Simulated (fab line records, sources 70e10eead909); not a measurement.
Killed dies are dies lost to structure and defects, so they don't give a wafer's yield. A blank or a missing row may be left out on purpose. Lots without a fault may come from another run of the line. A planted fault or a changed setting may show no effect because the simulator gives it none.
fab line records | flow nand_harc | part 2 of 2: steps 25 to 32 of 32
record lots=5 wafers=15 last_day=33
route steps=1302 shown A_CONTACT@989
lots that met no fault: from a run of the same line without faults
start_h: hours from the record's first day to the start of the lot's first wafer shown | wait_h: hours since the lot's step before | " the same as in the row above | L1.1+2: a row that stands for several wafers | - no value, or no start given | * or withheld: withheld | < > ~ a bound
route shown NAME@n: a module of which the file shows steps, and the number in the route of the first | usual: mean/standard deviation of fault-free wafers | same: alike in all rows | chamber/n: place in a boat | sites: the reading at each site | _std_site: their standard deviation | _edge_site: outer sites' mean less inner sites' | radius_mm: how far each site lies from the wafer's centre | mask NAME#n: copy n | behind: the tool/chamber that last shaped the wafer | hold: why the lot was held/for how many hours/how that ended | device: the transistor (n, p or np) that didn't switch | end of line: the same wafers' tests at the end of the route | a step without rows: its recipe alone | killed: dies lost to structure and defects at the first sort, not the wafer's yield | map: a wafer's dies, x killed, . not, _ none there
set.NAME: the setting as run; set.NAME@STEP: as run at that earlier step | model.NAME: the simulator's own value behind a step, which no gauge read
lots at some steps of the route; a table a step, a row a wafer
services: from which hour (start_h, from the record's first day; less than 0 if before it) a tool's chamber was out of use, for how many hours, and why
## steps
# step NHARC_A_CONTACT_ETCH_119
# recipe source_w=withheld pressure_mtorr=20 bias_v=3000 time_s=190 target_depth_a=18500 ar_flow_sccm=withheld c4f8_flow_sccm=withheld o2_flow_sccm=withheld chemistry=C4F8/O2/Ar
# columns lot.wafer tool chamber start_h wait_h rf_hours_counter_h
L085.2 har_cap_etch-01 0 610.30 0.1 17
L085.3 " 1 " " -
L085.5 " 1 " " -
L088.2 har_cap_etch-02 1 661.29 0.1 111
L088.3 " 1 " " -
L088.5 " 0 " " -
L091.2 har_cap_etch-03 1 686.59 0.2 75
L091.1 " 0 " " 75
L091.3 " 1 " " -
L095.2 har_cap_etch-02 1 703.24 0.1 122
L095.4 " 1 " " -
L095.5 " 1 " " -
L097.3 har_cap_etch-01 1 720.86 0.1 -
L097.5 " 0 " " -
L097.6 " 1 " " -
# step NHARC_A_CONTACT_ETCH_120
# recipe source_w=withheld pressure_mtorr=20 bias_v=3000 time_s=190 target_depth_a=18500 ar_flow_sccm=withheld c4f8_flow_sccm=withheld o2_flow_sccm=withheld chemistry=C4F8/O2/Ar
# columns lot.wafer tool chamber start_h wait_h rf_hours_counter_h
L085.2 har_cap_etch-01 0 610.47 0.1 17
L085.3 " 1 " " -
L085.5 " 1 " " -
L088.2 har_cap_etch-02 1 661.46 0.1 111
L088.3 " 1 " " -
L088.5 " 0 " " -
L091.2 har_cap_etch-03 1 686.82 0.2 75
L091.1 " 0 " " 75
L091.3 " 1 " " -
L095.2 har_cap_etch-02 1 703.41 0.1 122
L095.4 " 1 " " -
L095.5 " 1 " " -
L097.3 har_cap_etch-01 1 721.04 0.1 -
L097.5 " 0 " " -
L097.6 " 1 " " -
# step NHARC_A_CONTACT_ETCH_121
# recipe source_w=withheld pressure_mtorr=20 bias_v=3000 time_s=190 target_depth_a=18500 ar_flow_sccm=withheld c4f8_flow_sccm=withheld o2_flow_sccm=withheld chemistry=C4F8/O2/Ar
# columns lot.wafer tool chamber start_h wait_h rf_hours_counter_h
L085.2 har_cap_etch-01 0 610.64 0.1 17
L085.3 " 1 " " -
L085.5 " 1 " " -
L088.2 har_cap_etch-02 1 661.63 0.1 111
L088.3 " 1 " " -
L088.5 " 0 " " -
L091.2 har_cap_etch-03 1 687.05 0.2 75
L091.1 " 0 " " 75
L091.3 " 1 " " -
L095.2 har_cap_etch-02 1 703.58 0.1 122
L095.4 " 1 " " -
L095.5 " 1 " " -
L097.3 har_cap_etch-01 1 721.21 0.1 -
L097.5 " 0 " " -
L097.6 " 1 " " -
# step NHARC_A_CONTACT_ETCH_122
# recipe source_w=withheld pressure_mtorr=20 bias_v=3000 time_s=190 target_depth_a=18500 ar_flow_sccm=withheld c4f8_flow_sccm=withheld o2_flow_sccm=withheld chemistry=C4F8/O2/Ar
# columns lot.wafer tool chamber start_h wait_h rf_hours_counter_h
L085.2 har_cap_etch-01 0 610.81 0.1 17
L085.3 " 1 " " -
L085.5 " 1 " " -
L088.2 har_cap_etch-02 1 661.80 0.1 111
L088.3 " 1 " " -
L088.5 " 0 " " -
L091.2 har_cap_etch-03 1 687.28 0.2 75
L091.1 " 0 " " 75
L091.3 " 1 " " -
L095.2 har_cap_etch-02 1 703.75 0.1 122
L095.4 " 1 " " -
L095.5 " 1 " " -
L097.3 har_cap_etch-01 1 721.38 0.1 -
L097.5 " 0 " " -
L097.6 " 1 " " -
# step NHARC_A_CONTACT_ETCH_123
# recipe source_w=withheld pressure_mtorr=20 bias_v=400 time_s=490 target_depth_a=21100 ar_flow_sccm=withheld c4f8_flow_sccm=11.5 o2_flow_sccm=7.2 chemistry=C4F8/O2/Ar
# columns lot.wafer tool chamber start_h wait_h rf_hours_counter_h
L085.2 har_cap_etch-01 0 610.98 0.1 17
L085.3 " 1 " " -
L085.5 " 1 " " -
L088.2 har_cap_etch-02 1 661.97 0.1 112
L088.3 " 1 " " -
L088.5 " 0 " " -
L091.2 har_cap_etch-03 1 687.51 0.2 75
L091.1 " 0 " " 75
L091.3 " 1 " " -
L095.2 har_cap_etch-02 1 703.99 0.2 122
L095.4 " 1 " " -
L095.5 " 1 " " -
L097.3 har_cap_etch-01 1 721.72 0.3 -
L097.5 " 0 " " -
L097.6 " 1 " " -
# step NHARC_A_CONTACT_ETCH_90
# recipe target_depth_a=400 over_etch_frac=0.5 time_s=85.7 ion_energy_ev=120 ch3f_flow_sccm=50 o2_flow_sccm=30 ar_flow_sccm=200 rf_w=500 bias_w=100 chemistry=CH3F/O2
# usual drypump_motor_current_A=5.9/0.49 oes_product_au=0.95/0.036 rf_vpp_V=244.1/1.5 showerhead_plenum_p_Torr=2.45/0.11 throttle_valve_pct=20.664/0.0093
# columns lot.wafer tool chamber start_h wait_h drypump_motor_current_A oes_product_au rf_hours_counter_h rf_vpp_V showerhead_plenum_p_Torr throttle_valve_pct
L085.3 rie_diel-08 3 611.96 0.6 6.5 0.92 11 242.9 2.42 20.645
L085.2 " 1 " " 6.6 0.91 11 243.9 2.41 20.662
L085.5 " 0 " " 5.6 0.93 - 243.3 2.38 20.658
L088.3 rie_diel-08 2 662.98 0.7 5.7 0.91 21 243.4 2.37 20.671
L088.2 " 3 " " 6.5 0.92 21 243.6 2.42 20.685
L088.5 " 1 " " 6.6 0.92 - 242.7 2.41 20.672
L091.2 rie_diel-08 2 688.65 1.0 5.7 0.98 24 244.1 2.37 20.659
L091.1 " 3 " " 6.5 1.01 26 243.4 2.41 20.670
L091.3 " 0 " " 5.6 1.00 26 243.3 2.37 20.667
L095.4 rie_diel-08 0 704.89 0.6 5.6 1.01 30 243.6 2.37 20.668
L095.2 " 1 " " 6.6 0.99 29 244.7 2.41 20.666
L095.5 " 3 " " 6.4 1.02 - 243.3 2.41 20.659
L097.3 rie_diel-04 3 722.43 0.6 5.5 1.01 0 247.4 2.63 20.668
L097.6 " 3 " " 5.5 0.99 - 247.5 2.63 20.655
L097.5 " 1 " " 5.8 1.00 - 243.2 2.39 20.670
# step NHARC_A_CONTACT_ETCH_96
# recipe target_depth_a=200 over_etch_frac=0.5 time_s=10 ion_energy_ev=250 c4f6_flow_sccm=25 o2_flow_sccm=20 ar_flow_sccm=500 rf_w=600 bias_w=500 chemistry=C4F6/O2
# usual drypump_motor_current_A=5.9/0.5 oes_product_au=0.966/0.026 rf_vpp_V=547/3.3 showerhead_plenum_p_Torr=3.91/0.16 throttle_valve_pct=26.902/0.0094
# columns lot.wafer tool chamber start_h wait_h drypump_motor_current_A oes_product_au rf_hours_counter_h rf_vpp_V showerhead_plenum_p_Torr throttle_valve_pct
L085.3 rie_diel-08 2 - - 5.7 0.917 11 545 3.80 26.914
L085.2 " 3 " " 6.5 0.946 11 545 3.87 26.899
L085.5 " 3 " " 6.5 0.942 - 547 3.87 26.907
L088.2 rie_diel-08 0 - - 5.6 0.945 21 543 3.80 26.922
L088.3 " 1 " " 6.6 0.939 21 545 3.85 26.898
L088.5 " 3 " " 6.5 0.938 - 546 3.86 26.903
L091.3 rie_diel-08 1 - - 6.6 0.996 25 547 3.85 26.894
L091.1 " 2 " " 5.7 0.991 24 544 3.79 26.914
L091.2 " 0 " " 5.5 1.002 26 545 3.79 26.898
L095.2 rie_diel-08 1 - - 6.7 0.996 29 544 3.85 26.887
L095.4 " 3 " " 6.5 1.012 29 546 3.86 26.897
L095.5 " 1 " " 6.6 1.001 - 546 3.85 26.894
L097.3 rie_diel-04 1 722.83 0.4 5.8 0.988 0 544 3.83 26.911
L097.6 " 3 " " 5.5 0.996 - 552 4.19 26.910
L097.5 " 1 " " 5.8 1.000 - 547 3.83 26.916
# step NHARC_A_CONTACT_CD_MEAS_53
# usual cd_nm=289.4/0.89
# columns lot.wafer tool chamber start_h wait_h cd_nm
L085.2 cd_sem-01 - 612.18 - 290.0
L085.3 " - " " 289.9
L085.5 " - " " 290.3
L088.2 cd_sem-03 - 663.17 - 289.1
L088.3 " - " " 289.8
L088.5 " - " " 290.3
L091.1 cd_sem-01 - 688.87 - 288.5
L091.2 " - " " 289.2
L091.3 " - " " 288.8
L095.2 cd_sem-01 - 705.12 - 288.7
L095.4 " - " " 289.2
L095.5 " - " " 288.9
L097.3 cd_sem-02 - 722.92 - 288.6
L097.5 " - " " 289.2
L097.6 " - " " 289.6
## services
# columns tool chamber start_h hours kind
arfi_scanner-01 - 596.00 4.0 pm
rie_diel-08 0 603.31 - clean
rie_diel-08 1 603.31 - clean
rie_diel-08 2 603.31 - clean
rie_diel-08 3 603.31 - clean
rie_diel-08 0 627.81 - clean
rie_diel-08 1 627.81 - clean
rie_diel-08 2 627.81 - clean
rie_diel-08 3 627.81 - clean
rie_diel-04 2 634.37 5.1 repair
rie_diel-08 0 652.31 - clean
rie_diel-08 1 652.31 - clean
arfi_scanner-02 - 656.00 4.0 pm
har_cap_etch-01 - 659.85 12.3 repair
arfi_scanner-02 - 667.80 1.1 repair
litho_track-01 - 680.00 7.0 pm
arfi_scanner-03 - 684.74 3.3 repair
arfi_scanner-03 - 697.17 4.1 repair
litho_track-06 - 704.00 7.0 pm
arfi_scanner-01 - 709.32 0.6 repair
rie_diel-08 1 709.58 7.9 repair
rie_diel-04 - 712.83 9.0 pm
arfi_scanner-01 - 719.07 6.8 repair
rie_diel-08 - 722.31 9.0 pm
